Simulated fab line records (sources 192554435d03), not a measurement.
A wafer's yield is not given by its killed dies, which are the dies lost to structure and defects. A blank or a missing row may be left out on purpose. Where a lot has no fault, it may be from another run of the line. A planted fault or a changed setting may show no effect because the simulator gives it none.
Chamber matching | flow n5 finfet | rie diel-05 running N5_BEOL_M5_ETCH_72: 4 sister chambers
The step etches underlayer in N2/H2, target depth 6.5 nm, time 5.2 s. 14 wafers are shown with their chamber, then 7 later ones without.

## EACH WAFER AND ITS CHAMBER
wafer  | chamber | throttle valve pct (%) | showerhead plenum p Torr (Torr) | oes product au (a.u.)
L078.1 | 3       | 18.19                  | 2.55                            | 0.67
L078.2 | 1       | 18.15                  | 2.43                            | 0.63
L078.5 | 1       | 18.16                  | 2.43                            | 0.62
L080.1 | 3       | 18.21                  | 2.55                            | 0.68
L080.2 | 2       | 17.80                  | 2.54                            | 0.62
L080.6 | 3       | 18.19                  | 2.55                            | 0.69
L086.2 | 1       | 18.17                  | 2.43                            | 0.61
L086.4 | 3       | 18.21                  | 2.54                            | 0.68
L086.6 | 2       | 17.84                  | 2.53                            | 0.60
L091.1 | 1       | 18.16                  | 2.42                            | 0.61
L091.2 | 2       | 17.83                  | 2.53                            | 0.62
L091.4 | 0       | 17.66                  | 2.66                            | 0.64
L090.2 | 2       | 17.84                  | 2.53                            | 0.60
L090.5 | 1       | 18.17                  | 2.42                            | 0.60

SIGNATURES, as means of the wafers listed above
reading                  | chamber 0 | chamber 1 | chamber 2 | chamber 3 | scatter within a chamber
throttle valve pct       | 17.6600   | 18.1620   | 17.8275   | 18.2000   | 0.0132
showerhead plenum p Torr | 2.6600    | 2.4260    | 2.5325    | 2.5475    | 0.0052
oes product au           | 0.6400    | 0.6140    | 0.6100    | 0.6800    | 0.0106
Rule: for a wafer and a chamber, the distance is found by dividing, reading by reading, the gap between the wafer's reading and the chamber's mean by the reading's scatter, squaring, summing and taking the root. If the next closest chamber is less than 2 further off than the closest, the wafer can't be placed; otherwise it belongs to the closest. The scatter: take each reading less its chamber's mean, square it, sum over the shown wafers, divide by the number of wafers less the number of chambers, and take the root.

## WAFERS WITH NO CHAMBER GIVEN
wafer  | throttle valve pct (%) | showerhead plenum p Torr (Torr) | oes product au (a.u.)
L090.6 | 17.64                  | 2.66                            | 0.64
L092.2 | 17.64                  | 2.66                            | 0.65
L092.3 | 18.18                  | 2.42                            | 0.60
L092.4 | 17.86                  | 2.53                            | 0.62
L096.2 | 18.20                  | 2.42                            | 0.60
L096.3 | 17.86                  | 2.52                            | 0.61
L096.6 | 18.16                  | 2.42                            | 0.60

## THE CHAMBER EACH PASSED THROUGH
wafer  | from the rows above | in truth
L090.6 | 0                   | 0
L092.2 | 0                   | 0
L092.3 | 1                   | 1
L092.4 | 2                   | 2
L096.2 | 1                   | 1
L096.3 | 2                   | 2
L096.6 | 1                   | 1
Correct placement for 7 of the 7. From these rows, 0 cannot be placed. Number placed wrongly: 0.
